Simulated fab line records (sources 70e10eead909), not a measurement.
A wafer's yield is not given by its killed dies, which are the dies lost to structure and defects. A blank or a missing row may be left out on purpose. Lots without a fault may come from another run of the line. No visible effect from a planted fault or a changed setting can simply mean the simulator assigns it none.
Which tool was responsible?	flow nand-harc	21 lots with 63 wafers sampled at 6 steps, on a route of 1302 steps

## WHAT THE GAUGES SHOWED, per wafer
No reading from a measuring or inspecting step in the record can be judged against a usual standard deviation.

## WHICH TOOL RAN EACH LOT (tool, then ch and the chambers of the sampled wafers, then the start)
lot	NHARC_A_STAIRCASE_ALD_420	NHARC_A_STAIRCASE_DESCUM_443	NHARC_A_SGD_CUT_ETCH_58	NHARC_A_SGD_CUT_ETCH_16	NHARC_A_SLIT_ETCH_15	NHARC_A_WL_FILL_STRIP_29
L074	ald-hk-01 ch 0,1,2, day 17 20:46	rie-diel-10 ch 0,3, day 19 08:31	rie-diel-09 ch 0,2,3, day 19 17:45	rie-diel-09 ch 1,2, day 21 10:01 or earlier	rie-diel-07 ch 0,1,2, day 21 10:01 or earlier	rie-diel-13 ch 0,2,3, day 21 10:01
L075	ald-hk-03 ch 0,1, day 17 21:46	rie-diel-05 ch 0,1, day 19 07:32	rie-diel-04 ch 0,1,3, day 19 16:49	rie-diel-04 ch 0,1,3, day 21 06:29 or earlier	rie-diel-02 ch 1,3, day 21 06:29 or earlier	rie-diel-12 ch 0,1,3, day 21 06:29
L076	ald-hk-03 ch 0,1,2, day 18 02:41	rie-diel-05 ch 0,1, day 19 14:10	rie-diel-04 ch 0,1,3, day 19 22:15	rie-diel-04 ch 1,3, day 21 14:46 or earlier	rie-diel-07 ch 0,2,3, day 21 14:46 or earlier	rie-diel-12 ch 1,2,3, day 21 14:46
L077	ald-hk-02 ch 0,2, day 18 17:17	rie-diel-10 ch 0,1,2, day 20 03:34	rie-diel-08 ch 0,2, day 20 11:41	rie-diel-08 ch 0,3, day 22 03:49 or earlier	rie-diel-01 ch 0,1,2, day 22 03:49 or earlier	rie-diel-13 ch 0,1, day 22 03:49
L078	ald-hk-03 ch 0,2, day 18 21:08	rie-diel-05 ch 1,3, day 20 03:42	rie-diel-09 ch 0,2,3, day 20 11:56	rie-diel-09 ch 1,3, day 22 03:46 or earlier	rie-diel-07 ch 1,2,3, day 22 03:46 or earlier	rie-diel-12 ch 1,2,3, day 22 03:46
L079	ald-hk-01 ch 1,2,3, day 19 12:56	rie-diel-10 ch 0,1,3, day 20 22:04	rie-diel-08 ch 0,3, day 21 06:06	rie-diel-08 ch 0,3, day 23 00:10 or earlier	rie-diel-02 ch 1,2,3, day 23 00:10 or earlier	rie-diel-12 ch 0,1,3, day 23 00:10
L081	ald-hk-03 ch 0,1,3, day 20 09:24	rie-diel-10 ch 0,2, day 21 22:29	rie-diel-09 ch 1,2,3, day 22 06:40	rie-diel-09 ch 0,2,3, day 23 21:57 or earlier	rie-diel-01 ch 0,1, day 23 21:57 or earlier	rie-diel-13 ch 0,2,3, day 23 21:57
L082	ald-hk-03 ch 0,1,3, day 20 14:43	rie-diel-05 ch 0,1,3, day 22 08:14	rie-diel-08 ch 0,1, day 22 16:27	rie-diel-08 ch 0,2, day 24 10:34 or earlier	rie-diel-02 ch 0,2,3, day 24 10:34 or earlier	rie-diel-13 ch 1,2, day 24 10:34
L083	ald-hk-02 ch 0,1,2, day 21 09:21	rie-diel-10 ch 0,1,2, day 22 20:19	rie-diel-08 ch 0,2,3, day 23 04:24	rie-diel-08 ch 0,1,3, day 24 21:55 or earlier	rie-diel-01 ch 1,2,3, day 24 21:55 or earlier	rie-diel-06 ch 0,2,3, day 24 21:55
L084	ald-hk-01 ch 0,1,3, day 21 15:58	rie-diel-11 ch 0,2,3, day 22 20:22	rie-diel-09 ch 1,2,3, day 23 04:42	rie-diel-09 ch 1,2, day 24 21:16 or earlier	rie-diel-02 ch 0,1,2, day 24 21:16 or earlier	rie-diel-12 ch 0,3, day 24 21:16
L085	ald-hk-01 ch 1,3, day 22 06:57	rie-diel-05 ch 2,3, day 23 19:27	rie-diel-04 ch 0,2,3, day 24 03:39	rie-diel-04 ch 0,3, day 25 16:16 or earlier	rie-diel-02 ch 1,2, day 25 16:16 or earlier	rie-diel-13 ch 0,2,3, day 25 16:16
L086	ald-hk-01 ch 1,2, day 22 07:44	rie-diel-10 ch 1,2, day 23 19:17	rie-diel-08 ch 0,1,2, day 24 03:16	rie-diel-08 ch 2,3, day 25 16:16 or earlier	rie-diel-01 ch 0,1, day 25 16:16 or earlier	rie-diel-06 ch 0,2,3, day 25 16:16
L090	ald-hk-02 ch 0,3, day 23 16:41	rie-diel-11 ch 2,3, day 25 03:55	rie-diel-09 ch 1,2, day 25 12:15	rie-diel-09 ch 0,1,3, day 27 00:45 or earlier	rie-diel-01 ch 2,3, day 27 00:45 or earlier	rie-diel-06 ch 1,2,3, day 27 00:45
L087	ald-hk-01 ch 0,1,3, day 23 20:53	rie-diel-05 ch 0,1,3, day 25 03:43	rie-diel-08 ch 1,2,3, day 25 12:04	rie-diel-08 ch 1,3, day 27 00:41 or earlier	rie-diel-07 ch 0,1,3, day 27 00:41 or earlier	rie-diel-13 ch 0,1, day 27 00:41
L088	ald-hk-03 ch 2,3, day 24 00:47	rie-diel-11 ch 0,1,2, day 25 11:30	rie-diel-09 ch 2,3, day 25 19:51	rie-diel-09 ch 0,1,3, day 27 14:22 or earlier	rie-diel-02 ch 0,2,3, day 27 14:22 or earlier	rie-diel-12 ch 0,1,3, day 27 14:22
L092	ald-hk-02 ch 0,1,2, day 24 08:10	rie-diel-11 ch 0,1,3, day 25 16:51	rie-diel-08 ch 0,1,3, day 26 03:50	rie-diel-08 ch 0,1,2, day 27 19:47 or earlier	rie-diel-07 ch 0,2,3, day 27 19:47 or earlier	rie-diel-06 ch 0,2,3, day 27 19:47
L091	ald-hk-02 ch 1,2,3, day 24 11:42	rie-diel-11 ch 1,2,3, day 25 16:47	rie-diel-09 ch 1,3, day 26 01:25	rie-diel-09 ch 1,2, day 27 23:30 or earlier	rie-diel-07 ch 1,2,3, day 27 23:30 or earlier	rie-diel-12 ch 0,2, day 27 23:30
L094	ald-hk-01 ch 0,1,2, day 25 14:37	rie-diel-11 ch 1,2,3, day 27 00:37	rie-diel-08 ch 0,2,3, day 27 08:48	rie-diel-08 ch 0,1,3, day 28 20:47 or earlier	rie-diel-07 ch 0,1,3, day 28 20:47 or earlier	rie-diel-13 ch 0,1,2, day 28 20:47
L093	ald-hk-02 ch 2,3, day 25 14:37	rie-diel-10 ch 1,3, day 27 00:46	rie-diel-09 ch 1,2, day 27 08:58	rie-diel-09 ch 1,2, day 28 20:47 or earlier	rie-diel-01 ch 1,3, day 28 20:47 or earlier	rie-diel-12 ch 1,2,3, day 28 20:47
L095	ald-hk-02 ch 1,2, day 26 13:54	rie-diel-10 ch 0,2,3, day 28 00:16	rie-diel-08 ch 1,2,3, day 28 08:37	rie-diel-08 ch 1,2,3, day 30 00:00 or earlier	rie-diel-07 ch 0,1, day 30 00:00 or earlier	rie-diel-12 ch 0,1,2, day 30 00:00
L097	ald-hk-02 ch 0,1,2, day 27 13:53	rie-diel-10 ch 0,1, day 29 09:02	rie-diel-04 ch 0,1,3, day 29 17:10	rie-diel-04 ch 2,3, day 31 10:07 or earlier	rie-diel-01 ch 1,2, day 31 10:07 or earlier	rie-diel-12 ch 2,3, day 31 10:07
- NHARC_A_STAIRCASE_ALD_420: deposits SiO2, target thk 20 nm, pulse time 6 s, ald cycles 200.
- NHARC_A_STAIRCASE_DESCUM_443: chemistry O2, time 3 s.
- NHARC_A_SGD_CUT_ETCH_58: etches the open film in CF4, target depth 39 nm, time 65 s.
- NHARC_A_SGD_CUT_ETCH_16: etches the open film in C4F8/O2/Ar, target depth 310.5 nm, time 155.2 s.
- NHARC_A_SLIT_ETCH_15: etches the open film in O2/COS, target depth 6200 nm, time 1612 s.
- NHARC_A_WL_FILL_STRIP_29: strips in O2, time 20 s.

## WHAT THE TOOLS THEMSELVES READ (means of the sampled wafers that have a number; where no wafer has one, the mark that the record gives instead)
NHARC_A_STAIRCASE_ALD_420.
lot	tool	heater-power-w (W)	precursor-pulse-height-rel
L074	ald-hk-01	462	0.987
L075	ald-hk-03	488	0.995
L076	ald-hk-03	469	0.989
L077	ald-hk-02	482	0.976
L078	ald-hk-03	430	0.994
L079	ald-hk-01	486	1.007
L081	ald-hk-03	494	0.996
L082	ald-hk-03	497	0.995
L083	ald-hk-02	471	0.991
L084	ald-hk-01	433	0.989
L085	ald-hk-01	424	0.987
L086	ald-hk-01	433	1.016
L090	ald-hk-02	473	0.987
L087	ald-hk-01	442	0.991
L088	ald-hk-03	457	1.006
L092	ald-hk-02	446	0.979
L091	ald-hk-02	463	0.998
L094	ald-hk-01	455	0.991
L093	ald-hk-02	483	0.999
L095	ald-hk-02	437	1.000
L097	ald-hk-02	450	1.003

NHARC_A_STAIRCASE_DESCUM_443.
lot	tool	drypump-motor-current-A (A)	o2-flow-sccm (sccm)	oes-product-au (a.u.)	rf-vpp-V (V)	showerhead-plenum-p-Torr (Torr)	throttle-valve-pct (%)
L074	rie-diel-10	5.7	200.3	0.993	58.9	1.96	11.314
L075	rie-diel-05	6.3	199.8	1.006	57.3	1.97	11.314
L076	rie-diel-05	6.3	199.8	1.005	58.4	1.97	11.310
L077	rie-diel-10	5.5	199.8	0.991	57.5	1.91	11.309
L078	rie-diel-05	6.0	200.0	0.998	57.4	1.95	11.312
L079	rie-diel-10	5.6	200.0	0.995	58.0	1.97	11.313
L081	rie-diel-10	5.7	200.3	0.992	57.9	1.88	11.306
L082	rie-diel-05	6.2	199.8	1.005	57.8	1.88	11.308
L083	rie-diel-10	5.5	200.1	0.987	56.8	1.90	11.309
L084	rie-diel-11	5.9	199.5	0.991	58.4	1.97	11.308
L085	rie-diel-05	6.1	200.2	1.014	57.3	1.79	11.302
L086	rie-diel-10	5.4	200.0	1.001	57.9	1.92	11.302
L090	rie-diel-11	6.1	201.1	0.996	57.6	1.98	11.309
L087	rie-diel-05	6.2	200.1	1.021	57.2	1.87	11.321
L088	rie-diel-11	5.7	200.1	0.984	58.9	2.02	11.313
L092	rie-diel-11	5.7	200.4	1.002	58.6	1.97	11.316
L091	rie-diel-11	5.9	200.2	0.997	58.1	1.99	11.314
L094	rie-diel-11	5.8	199.6	0.996	57.8	1.98	11.314
L093	rie-diel-10	5.6	200.2	1.008	58.3	2.01	11.311
L095	rie-diel-10	5.7	200.5	1.007	58.0	1.93	11.319
L097	rie-diel-10	5.3	200.5	1.006	57.7	1.90	11.302

NHARC_A_SGD_CUT_ETCH_58.
lot	tool	drypump-motor-current-A (A)	oes-product-au (a.u.)	rf-vpp-V (V)	showerhead-plenum-p-Torr (Torr)	throttle-valve-pct (%)
L074	rie-diel-09	5.6	0.987	149.9	1.72	13.281
L075	rie-diel-04	6.3	1.002	151.0	1.75	13.276
L076	rie-diel-04	6.3	0.994	151.2	1.75	13.297
L077	rie-diel-08	6.0	0.996	150.7	1.76	13.281
L078	rie-diel-09	5.6	0.996	150.6	1.72	13.281
L079	rie-diel-08	5.9	1.009	152.4	1.85	13.283
L081	rie-diel-09	5.2	0.997	151.1	1.77	13.282
L082	rie-diel-08	5.7	0.985	151.9	1.78	13.284
L083	rie-diel-08	6.0	1.000	152.1	1.79	13.288
L084	rie-diel-09	5.2	1.006	151.1	1.77	13.292
L085	rie-diel-04	6.2	1.006	150.1	1.71	13.292
L086	rie-diel-08	5.9	0.983	150.0	1.74	13.289
L090	rie-diel-09	5.0	1.011	150.5	1.78	13.287
L087	rie-diel-08	6.0	0.993	150.8	1.77	13.290
L088	rie-diel-09	5.0	1.007	152.0	1.76	13.273
L092	rie-diel-08	5.8	1.001	151.4	1.80	13.279
L091	rie-diel-09	5.4	1.005	151.8	1.77	13.288
L094	rie-diel-08	6.0	1.001	151.7	1.79	13.279
L093	rie-diel-09	5.0	1.005	151.7	1.78	13.271
L095	rie-diel-08	6.0	0.999	150.8	1.77	13.283
L097	rie-diel-04	6.3	1.006	150.9	1.75	13.287

NHARC_A_SGD_CUT_ETCH_16.
lot	tool	oes-product-au (a.u.)	rf-vpp-V (V)
L074	rie-diel-09	0.979	724
L075	rie-diel-04	0.956	723
L076	rie-diel-04	0.980	727
L077	rie-diel-08	0.974	728
L078	rie-diel-09	0.972	722
L079	rie-diel-08	0.980	729
L081	rie-diel-09	0.956	720
L082	rie-diel-08	0.979	723
L083	rie-diel-08	0.965	724
L084	rie-diel-09	0.978	725
L085	rie-diel-04	0.995	720
L086	rie-diel-08	0.977	722
L090	rie-diel-09	0.974	721
L087	rie-diel-08	0.964	724
L088	rie-diel-09	0.979	721
L092	rie-diel-08	0.937	722
L091	rie-diel-09	0.986	724
L094	rie-diel-08	0.973	725
L093	rie-diel-09	0.967	724
L095	rie-diel-08	0.970	723
L097	rie-diel-04	0.957	722

NHARC_A_SLIT_ETCH_15.
lot	tool	drypump-motor-current-A (A)	o2-flow-sccm (sccm)	oes-product-au (a.u.)	rf-vpp-V (V)	showerhead-plenum-p-Torr (Torr)	throttle-valve-pct (%)
L074	rie-diel-07	5.67	399.8	0.997	314.6	3.10	28.330
L075	rie-diel-02	6.05	399.7	1.000	315.7	3.21	28.326
L076	rie-diel-07	5.64	400.5	0.993	313.9	3.07	28.326
L077	rie-diel-01	5.74	399.7	0.998	313.8	3.09	28.322
L078	rie-diel-07	5.48	399.6	0.995	311.7	3.00	28.328
L079	rie-diel-02	5.95	400.3	1.006	315.3	3.16	28.330
L081	rie-diel-01	5.81	398.7	1.001	310.9	2.95	28.332
L082	rie-diel-02	6.14	400.7	1.004	312.6	3.05	28.329
L083	rie-diel-01	5.67	399.0	0.997	314.8	3.20	28.336
L084	rie-diel-02	5.96	399.7	1.003	313.2	3.08	28.325
L085	rie-diel-02	5.76	401.7	0.998	314.1	3.19	28.339
L086	rie-diel-01	5.81	400.0	0.999	311.7	2.95	28.330
L090	rie-diel-01	5.80	400.1	0.995	317.3	3.30	28.331
L087	rie-diel-07	5.55	399.3	1.001	314.2	3.13	28.327
L088	rie-diel-02	6.15	400.9	1.012	313.9	3.05	28.330
L092	rie-diel-07	5.61	400.9	1.004	313.7	3.06	28.325
L091	rie-diel-07	5.47	399.8	1.008	312.2	3.00	28.324
L094	rie-diel-07	5.57	400.8	1.011	313.4	3.13	28.323
L093	rie-diel-01	5.70	400.4	1.014	314.1	3.19	28.334
L095	rie-diel-07	5.65	400.1	1.010	314.3	3.16	28.332
L097	rie-diel-01	5.63	400.6	0.982	315.4	3.20	28.327

NHARC_A_WL_FILL_STRIP_29.
lot	tool	drypump-motor-current-A (A)	o2-flow-sccm (sccm)	oes-product-au (a.u.)	rf-vpp-V (V)	showerhead-plenum-p-Torr (Torr)	throttle-valve-pct (%)
L074	rie-diel-13	5.6	499.7	1.004	57.3	3.49	17.040
L075	rie-diel-12	5.8	498.5	1.003	57.6	3.46	17.038
L076	rie-diel-12	5.7	500.0	1.010	57.4	3.40	17.035
L077	rie-diel-13	4.9	499.6	1.005	58.1	3.67	17.029
L078	rie-diel-12	5.7	499.4	1.020	56.4	3.40	17.038
L079	rie-diel-12	5.8	499.0	0.996	57.3	3.46	17.037
L081	rie-diel-13	5.6	499.9	0.999	58.5	3.48	17.044
L082	rie-diel-13	5.2	501.1	0.980	58.1	3.59	17.031
L083	rie-diel-06	5.5	500.5	0.992	58.0	3.66	17.045
L084	rie-diel-12	5.8	501.4	1.014	58.0	3.51	17.034
L085	rie-diel-13	5.6	500.5	0.998	57.6	3.48	17.040
L086	rie-diel-06	5.5	499.1	0.994	58.4	3.66	17.045
L090	rie-diel-06	5.7	501.0	0.999	57.9	3.61	17.043
L087	rie-diel-13	4.9	499.3	0.993	58.4	3.60	17.027
L088	rie-diel-12	5.8	499.3	0.989	57.6	3.46	17.040
L092	rie-diel-06	5.5	500.4	0.994	58.6	3.65	17.034
L091	rie-diel-12	5.7	499.1	1.008	58.1	3.53	17.042
L094	rie-diel-13	5.2	498.7	1.006	57.3	3.53	17.034
L093	rie-diel-12	5.7	500.5	1.002	57.3	3.40	17.043
L095	rie-diel-12	5.7	499.8	1.008	57.5	3.44	17.035
L097	rie-diel-12	5.7	499.3	1.008	57.0	3.44	17.036

## THE ANSWER, worked out from the rows above alone
Rule: the usual values come from the lots themselves. Put in order of their means at a reading, lots are off if they are a third of the lots or fewer, leave a main group of 4 or more, and stand apart from it by a gap of 3 or more times the standard deviation of the main group's means; of several such gaps the widest counts. Not used: any main group whose means are identical at the precision the tables above print for the reading. A lot without any number at a reading at which 4 lots or more have one is off too. Any other lot the step has rows for is counted as sound. The gauges are gone through in route order, then the tools' own readings, and for those a lot's mean is taken as printed above. The first step at which some lot is off is used, and at that step the reading that is off furthest; a lot without a number counts as furthest.
Across all readings shown, no lot is off: no conclusion can be drawn from this.

## WHAT THE SIMULATOR HAD PUT IN
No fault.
